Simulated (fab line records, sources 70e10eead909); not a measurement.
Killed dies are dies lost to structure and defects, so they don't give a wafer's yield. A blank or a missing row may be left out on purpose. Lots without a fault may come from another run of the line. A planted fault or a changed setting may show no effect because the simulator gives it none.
fab line records | flow nand_harc
record lots=24 wafers=72 last_day=33
route steps=1302 shown A_CHANNEL_HOLE_D2@583 A_CHANNEL_FILL_D2@615 A_STAIRCASE@668
lots that met no fault: from a run of the same line without faults
start_h: hours from the record's first day to the start of the lot's first wafer shown | wait_h: hours since the lot's step before | " the same as in the row above | L1.1+2: a row that stands for several wafers | - no value, or no start given | * or withheld: withheld | < > ~ a bound
route shown NAME@n: a module of which the file shows steps, and the number in the route of the first | usual: mean/standard deviation of fault-free wafers | same: alike in all rows | chamber/n: place in a boat | sites: the reading at each site | _std_site: their standard deviation | _edge_site: outer sites' mean less inner sites' | radius_mm: how far each site lies from the wafer's centre | mask NAME#n: copy n | behind: the tool/chamber that last shaped the wafer | hold: why the lot was held/for how many hours/how that ended | device: the transistor (n, p or np) that didn't switch | end of line: the same wafers' tests at the end of the route | a step without rows: its recipe alone | killed: dies lost to structure and defects at the first sort, not the wafer's yield | map: a wafer's dies, x killed, . not, _ none there
set.NAME: the setting as run; set.NAME@STEP: as run at that earlier step | model.NAME: the simulator's own value behind a step, which no gauge read
steps of the route over a sample of lots; a table a step, a row a wafer
services: from which hour (start_h, from the record's first day; less than 0 if before it) a tool's chamber was out of use, for how many hours, and why
## steps
# step NHARC_A_CHANNEL_HOLE_D2_OVL_MEAS_11
# usual overlay_x_nm=-0.2/0.82 overlay_y_nm=-0.2/0.8
# columns lot.wafer tool chamber start_h wait_h overlay_x_nm overlay_y_nm
L075.1 overlay-01 - 292.33 - -0.1 -0.9
L075.2 " - " " -0.3 -1.0
L075.6 " - " " -0.3 -1.4
L074.1 overlay-02 - 293.48 - -0.5 -0.5
L074.2 " - " " 0.7 -0.2
L074.5 " - " " 0.3 -1.0
L077.1 overlay-01 - 315.14 - 0.1 0.8
L077.2 " - " " 0.5 0.7
L077.6 " - " " 0.2 0.4
L076.1 overlay-02 - 316.04 - -1.3 0.4
L076.2 " - " " -1.5 0.5
L076.3 " - " " -2.5 0.3
L078.2 overlay-02 - 321.28 - -0.9 1.1
L078.3 " - " " -0.7 0.5
L078.6 " - " " -0.8 0.4
L080.1 overlay-02 - 336.49 - 0.3 -0.2
L080.2 " - " " 0.0 -0.2
L080.3 " - " " 0.2 -0.2
L079.2 overlay-02 - 343.08 - 0.0 -0.9
L079.4 " - " " -0.1 0.1
L079.5 " - " " -0.2 -0.4
L081.2 overlay-02 - 352.39 - -1.0 -0.6
L081.3 " - " " -1.1 -0.5
L081.4 " - " " -0.8 -0.9
L082.1 overlay-02 - 370.32 - 0.0 -1.3
L082.2 " - " " 0.1 -0.4
L082.5 " - " " 0.0 -1.0
L083.3 overlay-01 - 372.56 - -0.6 -1.4
L083.4 " - " " -0.8 -1.1
L083.6 " - " " -0.9 -1.3
L084.4 overlay-02 - 401.46 - -1.1 -0.3
L084.5 " - " " -0.6 -0.3
L084.6 " - " " -1.1 -0.4
L085.2 overlay-02 - 405.93 - 0.7 0.3
L085.5 " - " " 0.6 -0.3
L085.6 " - " " 0.6 0.0
L087.1 overlay-02 - 407.05 - -1.3 -1.6
L087.4 " - " " -0.8 -2.0
L087.6 " - " " -1.4 -1.2
L086.3 overlay-02 - 407.82 - 0.5 -0.3
L086.4 " - " " -0.2 0.1
L086.5 " - " " 0.0 -0.9
L088.3 overlay-02 - 439.39 - -1.5 -0.8
L088.5 " - " " -1.0 -1.0
L088.6 " - " " -0.8 -1.3
L089.2 overlay-02 - 441.40 - 1.0 0.3
L089.5 " - " " 0.8 0.7
L089.6 " - " " 1.0 0.2
L090.1 overlay-01 - 455.62 - -0.1 -0.4
L090.2 " - " " -0.1 -0.1
L090.4 " - " " 0.0 -0.1
L091.1 overlay-01 - 458.24 - 0.2 0.4
L091.3 " - " " 0.1 0.2
L091.4 " - " " 0.0 0.7
L092.1 overlay-02 - 469.46 - 0.4 -0.4
L092.4 " - " " 0.9 -0.3
L092.5 " - " " 0.8 -0.4
L093.1 overlay-02 - 469.67 - 1.3 -0.6
L093.2 " - " " 1.2 -1.0
L093.4 " - " " 0.7 -0.4
L095.1 overlay-02 - 499.26 - 0.9 0.5
L095.2 " - " " 0.7 0.7
L095.4 " - " " 1.5 0.4
L094.3 overlay-01 - 499.66 - -0.4 1.0
L094.4 " - " " -0.2 0.8
L094.6 " - " " -0.4 0.9
L097.2 overlay-02 - 510.90 - -0.6 2.1
L097.3 " - " " -0.9 1.5
L097.4 " - " " -1.2 1.8
L096.2 overlay-01 - 511.18 - -0.1 -1.1
L096.3 " - " " -0.1 -0.1
L096.6 " - " " -0.1 -0.1
# step NHARC_A_CHANNEL_FILL_D2_ALD_15
# recipe target_thk_a=20 pulse_time_s=60 ald_cycles=19 temp_c=630 pressure_torr=2 material=SiNx
# usual precursor_pulse_height_rel=0.999/0.019
# columns lot.wafer tool chamber start_h wait_h precursor_pulse_height_rel
L075.1 ald_sin_batch-03 0 - - 0.985
L075.2 " 0 " " 0.989
L075.6 " 0 " " 1.032
L074.1 ald_sin_batch-03 0 - - 1.012
L074.2 " 0 " " 0.978
L074.5 " 0 " " 0.986
L076.1 ald_sin_batch-02 0 - - 1.025
L076.2 " 0 " " 0.997
L076.3 " 0 " " 0.997
L077.1 ald_sin_batch-02 0 - - 1.015
L077.2 " 0 " " 0.985
L077.6 " 0 " " 0.990
L078.2 ald_sin_batch-01 0 - - 0.981
L078.3 " 0 " " 1.002
L078.6 " 0 " " 0.995
L080.1 ald_sin_batch-02 0 - - 0.988
L080.2 " 0 " " 0.995
L080.3 " 0 " " 0.983
L079.2 ald_sin_batch-03 0 - - 1.022
L079.4 " 0 " " 0.992
L079.5 " 0 " " 1.020
L081.2 ald_sin_batch-01 0 - - 1.022
L081.3 " 0 " " 0.982
L081.4 " 0 " " 0.999
L082.1 ald_sin_batch-01 0 - - 0.986
L082.2 " 0 " " 1.025
L082.5 " 0 " " 1.010
L083.3 ald_sin_batch-01 0 - - 1.031
L083.4 " 0 " " 0.988
L083.6 " 0 " " 1.017
L084.4 ald_sin_batch-01 0 - - 0.972
L084.5 " 0 " " 0.997
L084.6 " 0 " " 0.986
L085.2 ald_sin_batch-01 0 - - 0.992
L085.5 " 0 " " 1.018
L085.6 " 0 " " 1.009
L087.1 ald_sin_batch-01 0 - - 1.005
L087.4 " 0 " " 0.984
L087.6 " 0 " " 1.001
L086.3 ald_sin_batch-03 0 - - 1.005
L086.4 " 0 " " 1.003
L086.5 " 0 " " 0.995
L088.3 ald_sin_batch-01 0 457.03 3.0 0.988
L088.5 " 0 " " 1.008
L088.6 " 0 " " 0.994
L089.2 ald_sin_batch-01 0 457.03 2.8 1.008
L089.5 " 0 " " 0.998
L089.6 " 0 " " 0.996
L090.1 ald_sin_batch-02 0 - - 0.936
L090.2 " 0 " " 0.972
L090.4 " 0 " " 1.019
L091.1 ald_sin_batch-02 0 - - 1.013
L091.3 " 0 " " 1.003
L091.4 " 0 " " 0.985
L092.1 ald_sin_batch-02 0 - - 0.977
L092.4 " 0 " " 0.971
L092.5 " 0 " " 0.995
L093.1 ald_sin_batch-02 0 - - 1.009
L093.2 " 0 " " 1.002
L093.4 " 0 " " 1.000
L094.3 ald_sin_batch-02 0 - - 0.998
L094.4 " 0 " " 1.011
L094.6 " 0 " " 1.027
L095.1 ald_sin_batch-02 0 - - 1.052
L095.2 " 0 " " 0.995
L095.4 " 0 " " 1.010
L096.2 ald_sin_batch-02 0 - - 0.979
L096.3 " 0 " " 0.991
L096.6 " 0 " " 1.025
L097.2 ald_sin_batch-02 0 - - 0.971
L097.3 " 0 " " 0.994
L097.4 " 0 " " 1.000
# step NHARC_A_CHANNEL_FILL_D2_ALD_16
# recipe target_thk_a=15 pulse_time_s=10 ald_cycles=15 temp_c=300 material=SiO2
# usual heater_power_w=446/55 precursor_pulse_height_rel=1.000/0.019
# columns lot.wafer tool chamber start_h wait_h heater_power_w precursor_pulse_height_rel
L075.2 ald_hk-02 2 313.65 0.1 417 0.996
L075.1 " 0 " " 535 1.036
L075.6 " 1 " " 412 0.959
L074.2 ald_hk-03 2 317.81 0.1 420 1.014
L074.1 " 3 " " 480 1.027
L074.5 " 1 " " 333 1.018
L077.1 ald_hk-03 1 335.48 0.1 338 0.974
L077.2 " 2 " " 411 0.995
L077.6 " 0 " " 420 0.989
L076.2 ald_hk-01 0 335.49 0.1 507 1.006
L076.3 " 1 " " 416 0.981
L076.1 " 2 " " 439 0.984
L078.2 ald_hk-01 2 341.91 0.4 436 1.011
L078.3 " 1 " " 402 0.988
L078.6 " 2 " " 424 0.970
L080.1 ald_hk-03 0 356.39 0.0 422 1.038
L080.2 " 2 " " 411 0.981
L080.3 " 3 " " 476 0.994
L079.2 ald_hk-01 2 363.03 0.1 432 1.003
L079.4 " 3 " " 438 1.015
L079.5 " 0 " " 514 0.983
L081.2 ald_hk-02 1 374.28 0.2 433 0.985
L081.3 " 3 " " 534 1.016
L081.4 " 0 " " 520 1.022
L082.2 ald_hk-02 1 399.93 0.1 445 1.007
L082.1 " 3 " " 536 0.985
L082.5 " 0 " " 537 1.005
L083.3 ald_hk-01 3 399.94 0.1 425 0.977
L083.4 " 0 " " 511 0.994
L083.6 " 2 " " 433 1.004
L084.4 ald_hk-03 1 420.83 0.1 352 1.021
L084.6 " 0 " " 432 0.996
L084.5 " 1 " " 356 0.988
L085.2 ald_hk-02 3 428.53 0.0 539 1.020
L085.6 " 3 " " 529 1.022
L085.5 " 0 " " 549 1.016
L087.1 ald_hk-03 2 428.56 0.1 415 1.036
L087.4 " 0 " " 435 0.991
L087.6 " 2 " " 419 0.999
L086.3 ald_hk-02 2 432.62 0.1 428 1.025
L086.4 " 3 " " 525 1.028
L086.5 " 2 " " 428 1.004
L088.3 ald_hk-01 3 459.12 0.1 446 0.985
L088.6 " 3 " " 441 0.987
L088.5 " 0 " " 529 0.992
L089.2 ald_hk-03 1 459.18 0.1 344 1.005
L089.5 " 3 " " 457 1.010
L089.6 " 0 " " 430 1.004
L091.3 ald_hk-02 0 478.94 0.1 519 0.981
L091.1 " 1 " " 443 0.984
L091.4 " 3 " " 530 1.004
L090.2 ald_hk-02 3 479.13 0.3 531 1.026
L090.4 " 0 " " 536 0.984
L090.1 " 1 " " 428 1.007
L092.1 ald_hk-03 1 491.68 0.0 351 1.042
L092.4 " 2 " " 431 0.981
L092.5 " 1 " " 338 1.009
L093.1 ald_hk-02 3 491.70 0.1 535 0.980
L093.2 " 0 " " 538 0.992
L093.4 " 1 " " 447 1.036
L094.3 ald_hk-01 2 518.88 0.1 420 1.014
L094.4 " 3 " " 431 0.981
L094.6 " 2 " " 416 1.010
L095.2 ald_hk-01 0 519.02 0.2 477 1.045
L095.4 " 2 " " 417 1.009
L095.1 " 3 " " 417 0.996
L096.3 ald_hk-03 3 530.41 0.1 443 1.027
L096.2 " 0 " " 437 0.992
L096.6 " 3 " " 450 0.985
L097.3 ald_hk-02 0 530.41 0.1 541 1.005
L097.2 " 1 " " 432 1.002
L097.4 " 2 " " 419 1.009
# step NHARC_A_CHANNEL_FILL_D2_RTA_24
# recipe temp_c=1000 time_s=5
# usual lamp_power_pct=31/3.1 wafer_temp_C_max=1007.2/2.5
# columns lot.wafer tool chamber start_h wait_h lamp_power_pct wafer_temp_C_max
L074.1 rtp_anneal-01 0 350.00 0.0 28 1007.9
L074.2 " 0 " " 28 1007.3
L074.5 " 0 " " 28 1008.2
L075.1 rtp_anneal-02 0 350.00 0.0 34 1005.6
L075.2 " 0 " " 34 1004.9
L075.6 " 0 " " 34 1006.1
L076.1 rtp_anneal-01 0 370.01 0.0 28 1009.6
L076.2 " 0 " " 28 1006.5
L076.3 " 0 " " 28 1009.8
L077.1 rtp_anneal-02 0 370.03 0.0 34 1005.3
L077.2 " 0 " " 34 1006.0
L077.6 " 0 " " 34 1003.9
L078.2 rtp_anneal-01 0 386.52 0.1 28 1007.4
L078.3 " 0 " " 28 1012.1
L078.6 " 0 " " 28 1009.5
L080.1 rtp_anneal-02 0 397.39 0.0 34 1004.3
L080.2 " 0 " " 34 1003.3
L080.3 " 0 " " 34 1004.0
L081.2 rtp_anneal-02 0 406.75 0.1 34 1004.6
L081.3 " 0 " " 34 1005.8
L081.4 " 0 " " 34 1005.2
L079.2 rtp_anneal-01 0 406.76 0.1 28 1009.4
L079.4 " 0 " " 28 1009.2
L079.5 " 0 " " 28 1006.7
L082.1 rtp_anneal-02 0 435.58 0.0 34 1005.9
L082.2 " 0 " " 34 1005.0
L082.5 " 0 " " 34 1004.9
L083.3 rtp_anneal-01 0 435.63 0.1 28 1009.5
L083.4 " 0 " " 28 1009.1
L083.6 " 0 " " 28 1008.7
L084.4 rtp_anneal-02 0 456.30 0.1 34 1005.3
L084.5 " 0 " " 34 1006.2
L084.6 " 0 " " 34 1004.5
L087.1 rtp_anneal-02 0 463.59 0.0 34 1003.7
L087.4 " 0 " " 34 1003.4
L087.6 " 0 " " 34 1004.3
L085.2 rtp_anneal-01 0 463.61 0.1 28 1008.3
L085.5 " 0 " " 28 1011.9
L085.6 " 0 " " 28 1011.3
L086.3 rtp_anneal-01 0 467.90 0.1 28 1010.3
L086.4 " 0 " " 28 1009.6
L086.5 " 0 " " 28 1011.8
L089.2 rtp_anneal-02 0 494.27 0.1 34 1006.5
L089.5 " 0 " " 34 1003.5
L089.6 " 0 " " 34 1004.7
L088.3 rtp_anneal-01 0 494.30 0.1 28 1012.0
L088.5 " 0 " " 28 1009.5
L088.6 " 0 " " 28 1011.0
L090.1 rtp_anneal-01 0 514.04 0.0 28 1007.5
L090.2 " 0 " " 28 1009.3
L090.4 " 0 " " 28 1008.2
L091.1 rtp_anneal-02 0 514.04 0.0 34 1005.8
L091.3 " 0 " " 34 1007.5
L091.4 " 0 " " 34 1005.2
L092.1 rtp_anneal-01 0 528.30 0.0 28 1013.0
L092.4 " 0 " " 28 1010.4
L092.5 " 0 " " 28 1010.2
L093.1 rtp_anneal-02 0 528.31 0.0 34 1006.0
L093.2 " 0 " " 34 1003.5
L093.4 " 0 " " 34 1005.2
L094.3 rtp_anneal-01 0 553.54 0.1 28 1008.9
L094.4 " 0 " " 28 1012.8
L094.6 " 0 " " 28 1006.3
L095.1 rtp_anneal-02 0 553.63 0.2 34 1005.3
L095.2 " 0 " " 34 1006.3
L095.4 " 0 " " 34 1004.9
L096.2 rtp_anneal-01 0 567.74 0.1 28 1009.2
L096.3 " 0 " " 28 1008.6
L096.6 " 0 " " 28 1009.3
L097.2 rtp_anneal-02 0 567.74 0.1 34 1005.5
L097.3 " 0 " " 34 1004.6
L097.4 " 0 " " 34 1003.6
# step NHARC_A_STAIRCASE_TRIM_12
# recipe time_s=211.2 o2_flow_sccm=500 ar_flow_sccm=0 bias_w=0 chemistry=O2
# usual drypump_motor_current_A=5.9/0.37 o2_flow_sccm=500.0/1.5 oes_product_au=1.000/0.0097 rf_vpp_V=57.8/0.84 showerhead_plenum_p_Torr=3.52/0.13 throttle_valve_pct=17.035/0.0085
# columns lot.wafer tool chamber start_h wait_h drypump_motor_current_A o2_flow_sccm oes_product_au rf_hours_counter_h rf_vpp_V showerhead_plenum_p_Torr throttle_valve_pct
L075.1 rie_diel-02 3 353.18 0.1 5.5 501.8 0.983 48 57.4 3.42 17.026
L075.2 " 0 " " 6.1 499.6 1.005 39 57.1 3.79 17.039
L075.6 " 0 " " 6.1 501.4 0.999 - 58.5 3.79 17.036
L074.2 rie_diel-10 0 353.48 0.1 5.7 501.0 0.985 38 58.3 3.46 17.031
L074.1 " 1 " " 5.0 495.7 0.990 41 57.7 3.59 17.050
L074.5 " 3 " " 6.2 500.1 0.992 - 57.4 3.48 17.048
L076.2 rie_diel-09 3 373.47 0.1 5.8 500.2 1.009 13 57.2 3.53 17.045
L076.1 " 0 " " 6.0 498.5 1.001 15 57.6 3.50 17.030
L076.3 " 2 " " 6.2 500.7 1.012 12 57.6 3.34 17.042
L077.2 rie_diel-09 1 373.66 0.1 6.2 500.1 1.006 10 57.6 3.46 17.033
L077.1 " 3 " " 5.9 500.6 1.004 13 58.2 3.53 17.040
L077.6 " 0 " " 6.0 498.4 1.008 - 57.8 3.50 17.039
L078.3 rie_diel-09 0 389.64 0.1 6.1 502.3 0.998 20 59.2 3.49 17.046
L078.2 " 1 " " 6.3 500.0 1.020 14 57.9 3.46 17.016
L078.6 " 0 " " 6.1 501.8 0.991 - 57.3 3.49 17.028
L080.3 rie_diel-09 0 400.77 0.1 6.1 499.9 0.997 24 59.0 3.49 17.034
L080.1 " 2 " " 6.1 503.2 1.014 21 56.9 3.33 17.034
L080.2 " 3 " " 5.8 498.2 0.997 21 57.8 3.53 17.033
L081.3 rie_diel-02 3 409.88 0.1 5.5 499.8 0.999 1 57.1 3.41 17.030
L081.2 " 0 " " 6.2 499.4 1.000 1 58.7 3.78 17.024
L081.4 " 1 " " 5.9 502.4 0.993 2 55.8 3.62 17.037
L079.4 rie_diel-09 2 410.19 0.1 6.2 498.6 1.021 24 56.8 3.33 17.045
L079.2 " 0 " " 6.0 499.2 1.006 27 58.1 3.49 17.025
L079.5 " 2 " " 6.1 497.7 1.012 - 57.3 3.33 17.048
L083.3 rie_diel-10 0 438.85 0.1 5.7 500.0 0.995 2 56.8 3.44 17.032
L083.4 " 2 " " 5.8 497.2 0.988 2 59.0 3.47 17.034
L083.6 " 1 " " 5.0 499.0 1.006 - 58.5 3.57 17.042
L082.1 rie_diel-02 2 439.03 0.1 6.5 500.8 1.008 14 59.7 3.76 17.041
L082.2 " 0 " " 6.1 497.5 1.006 10 58.8 3.77 17.036
L082.5 " 2 " " 6.5 500.5 1.002 - 58.4 3.76 17.025
L084.4 rie_diel-02 0 459.31 0.1 6.1 499.0 1.002 14 57.3 3.77 17.042
L084.6 " 3 " " 5.5 498.7 1.007 - 55.8 3.40 17.041
L084.5 " 0 " " 6.1 500.7 1.005 - 57.1 3.77 17.035
L085.2 rie_diel-09 2 466.88 0.1 6.2 499.5 0.997 44 57.6 3.32 17.021
L085.5 " 1 " " 6.2 499.5 0.984 - 58.1 3.44 17.037
L085.6 " 2 " " 6.2 502.5 0.988 - 56.7 3.32 17.032
L087.4 rie_diel-09 2 467.05 0.1 6.2 498.6 0.998 44 56.5 3.32 17.045
L087.1 " 0 " " 6.0 501.4 0.997 47 57.2 3.48 17.048
L087.6 " 2 " " 6.2 495.4 0.988 - 56.7 3.32 17.019
L086.3 rie_diel-02 0 470.93 0.1 6.1 499.7 1.007 21 57.5 3.77 17.043
L086.4 " 0 " " 6.1 497.6 1.018 - 57.6 3.77 17.030
L086.5 " 3 " " 5.5 500.6 0.991 - 58.4 3.40 17.036
L088.3 rie_diel-10 0 497.48 0.1 5.8 501.5 0.996 21 58.7 3.43 17.038
L088.6 " 0 " " 5.7 500.1 1.000 - 57.9 3.43 17.030
L088.5 " 1 " " 5.0 500.5 0.998 - 57.3 3.56 17.037
L089.2 rie_diel-10 1 497.86 0.1 5.0 499.4 0.998 23 58.9 3.56 17.024
L089.6 " 1 " " 5.0 500.6 0.991 - 56.7 3.56 17.030
L089.5 " 2 " " 5.8 499.8 1.004 - 57.1 3.46 17.034
L090.2 rie_diel-10 3 517.23 0.1 6.2 499.4 0.991 29 58.2 3.45 17.044
L090.1 " 0 " " 5.8 501.7 1.000 28 56.7 3.43 17.031
L090.4 " 1 " " 5.1 496.5 1.006 30 58.2 3.56 17.043
L091.4 rie_diel-10 0 517.56 0.1 5.8 501.2 0.986 28 57.3 3.43 17.040
L091.3 " 2 " " 5.8 498.8 1.008 23 58.7 3.46 17.031
L091.1 " 3 " " 6.2 499.1 0.996 29 58.0 3.45 17.045
L093.1 rie_diel-09 1 531.48 0.1 6.2 498.1 0.990 2 58.7 3.43 17.044
L093.2 " 2 " " 6.1 499.6 1.008 9 57.1 3.31 17.044
L093.4 " 3 " " 5.8 500.9 0.982 9 58.0 3.51 17.038
L092.1 rie_diel-02 3 531.62 0.1 5.5 502.2 0.993 42 57.8 3.39 17.041
L092.4 " 0 " " 6.1 497.3 1.007 42 57.3 3.75 17.028
L092.5 " 3 " " 5.5 502.8 0.993 - 57.4 3.39 17.023
L094.4 rie_diel-10 3 556.47 0.1 6.2 501.5 0.992 40 56.6 3.44 17.026
L094.3 " 0 " " 5.8 498.3 0.989 38 57.0 3.42 17.052
L094.6 " 2 " " 5.8 500.1 1.008 - 56.2 3.45 17.046
L095.2 rie_diel-10 3 557.54 0.1 6.2 501.4 1.002 40 59.0 3.44 17.043
L095.1 " 0 " " 5.8 499.7 0.993 38 56.9 3.42 17.041
L095.4 " 1 " " 5.1 498.5 1.002 42 57.0 3.55 17.039
L096.2 rie_diel-02 0 570.95 0.2 6.1 500.7 1.006 - 59.5 3.75 17.031
L096.3 " 0 " " 6.1 498.9 0.998 - 58.4 3.75 17.033
L096.6 " 0 " " 6.1 500.2 1.000 - 58.4 3.75 17.034
L097.3 rie_diel-09 3 571.03 0.1 5.9 501.1 0.981 21 58.9 3.50 17.042
L097.4 " 0 " " 6.1 499.1 1.024 24 58.0 3.46 17.042
L097.2 " 1 " " 6.2 502.6 1.001 17 57.8 3.43 17.031
# step NHARC_A_STAIRCASE_ETCH_19
# recipe target_depth_a=1000 time_s=40.5 ion_energy_ev=400 c4f8_flow_sccm=20 o2_flow_sccm=10 ar_flow_sccm=withheld rf_w=600 bias_w=1000 chemistry=C4F8/O2
# usual oes_product_au=0.940/0.01 rf_vpp_V=895/4.3
# columns lot.wafer tool chamber start_h wait_h oes_product_au rf_hours_counter_h rf_vpp_V
L075.2 rie_diel-02 2 - - 0.945 51 905
L075.1 " 0 " " 0.945 39 904
L075.6 " 1 " " 0.944 - 900
L074.2 rie_diel-10 1 - - 0.929 42 897
L074.1 " 2 " " 0.926 18 894
L074.5 " 0 " " 0.934 - 893
L076.1 rie_diel-09 3 - - 0.943 13 896
L076.3 " 0 " " 0.934 16 896
L076.2 " 1 " " 0.948 10 893
L077.2 rie_diel-09 3 - - 0.931 14 897
L077.1 " 0 " " 0.922 16 895
L077.6 " 3 " " 0.924 - 895
L078.3 rie_diel-09 1 - - 0.955 14 893
L078.2 " 2 " " 0.959 17 887
L078.6 " 0 " " 0.939 - 895
L080.1 rie_diel-09 3 - - 0.938 22 897
L080.2 " 0 " " 0.936 25 895
L080.3 " 1 " " 0.946 19 891
L081.3 rie_diel-02 1 - - 0.949 2 899
L081.4 " 3 " " 0.939 2 891
L081.2 " 0 " " 0.952 2 905
L079.4 rie_diel-09 2 - - 0.951 25 889
L079.2 " 3 " " 0.941 25 897
L079.5 " 2 " " 0.950 - 889
L083.3 rie_diel-10 1 - - 0.948 2 896
L083.4 " 2 " " 0.930 3 893
L083.6 " 2 " " 0.919 - 894
L082.2 rie_diel-02 3 - - 0.943 10 894
L082.1 " 0 " " 0.954 10 905
L082.5 " 3 " " 0.934 - 891
L084.4 rie_diel-02 0 - - 0.943 15 904
L084.6 " 2 " " 0.948 - 905
L084.5 " 3 " " 0.952 - 891
L085.2 rie_diel-09 3 - - 0.922 43 896
L085.6 " 3 " " 0.923 - 897
L085.5 " 0 " " 0.938 - 895
L087.1 rie_diel-09 1 - - 0.932 42 892
L087.4 " 2 " " 0.930 45 890
L087.6 " 0 " " 0.928 - 893
L086.3 rie_diel-02 1 - - 0.952 24 900
L086.4 " 2 " " 0.947 26 905
L086.5 " 0 " " 0.948 - 903
L088.3 rie_diel-10 2 - - 0.940 17 893
L088.5 " 0 " " 0.932 - 893
L088.6 " 1 " " 0.944 - 897
L089.2 rie_diel-10 2 - - 0.938 17 894
L089.5 " 2 " " 0.936 - 893
L089.6 " 3 " " 0.940 - 893
L090.1 rie_diel-10 2 - - 0.933 24 893
L090.2 " 0 " " 0.910 29 893
L090.4 " 1 " " 0.921 31 898
L091.1 rie_diel-10 2 - - 0.949 25 891
L091.3 " 3 " " 0.943 31 892
L091.4 " 1 " " 0.941 31 896
L093.1 rie_diel-09 3 - - 0.927 10 895
L093.2 " 0 " " 0.955 10 896
L093.4 " 1 " " 0.933 3 892
L092.4 rie_diel-02 3 - - 0.937 42 890
L092.1 " 1 " " 0.934 42 898
L092.5 " 2 " " 0.946 - 903
L094.4 rie_diel-10 0 - - 0.920 38 892
L094.3 " 2 " " 0.943 36 892
L094.6 " 3 " " 0.949 - 892
L095.1 rie_diel-10 0 - - 0.918 39 892
L095.2 " 1 " " 0.939 42 896
L095.4 " 2 " " 0.947 36 893
L097.3 rie_diel-09 3 - - 0.930 22 894
L097.2 " 1 " " 0.955 18 892
L097.4 " 2 " " 0.957 22 888
L096.2 rie_diel-10 2 - - 0.929 40 894
L096.3 " 3 " " 0.936 44 892
L096.6 " 1 " " 0.942 - 897
## services
# columns tool chamber start_h hours kind
rie_diel-10 2 289.33 49.8 repair
rie_diel-02 0 302.97 4.8 repair
rie_diel-09 - 320.18 9.0 pm
rie_diel-09 1 330.97 22.5 repair
rie_diel-09 2 336.18 2.1 repair
ald_hk-02 - 353.74 10.0 pm
rtp_anneal-01 - 372.00 12.0 pm
ald_hk-02 - 379.74 11.0 repair
ald_hk-03 - 390.94 10.0 pm
rie_diel-02 - 394.58 9.0 pm
rie_diel-10 - 420.48 9.0 pm
rie_diel-09 3 434.06 7.0 repair
rie_diel-02 3 456.44 2.4 repair
rie_diel-10 2 461.74 16.5 repair
rie_diel-02 1 463.66 7.7 repair
ald_hk-02 - 487.98 1.1 repair
rie_diel-09 - 498.74 9.0 pm
ald_sin_batch-01 - 506.00 26.0 pm
ald_hk-02 - 531.74 10.0 pm
rie_diel-10 0 550.22 6.0 repair
rie_diel-10 - 557.67 0.4 repair
rie_diel-09 0 562.55 2.1 repair
rie_diel-02 2 569.59 4.6 repair
rie_diel-02 - 571.81 9.0 pm
## key
fault none
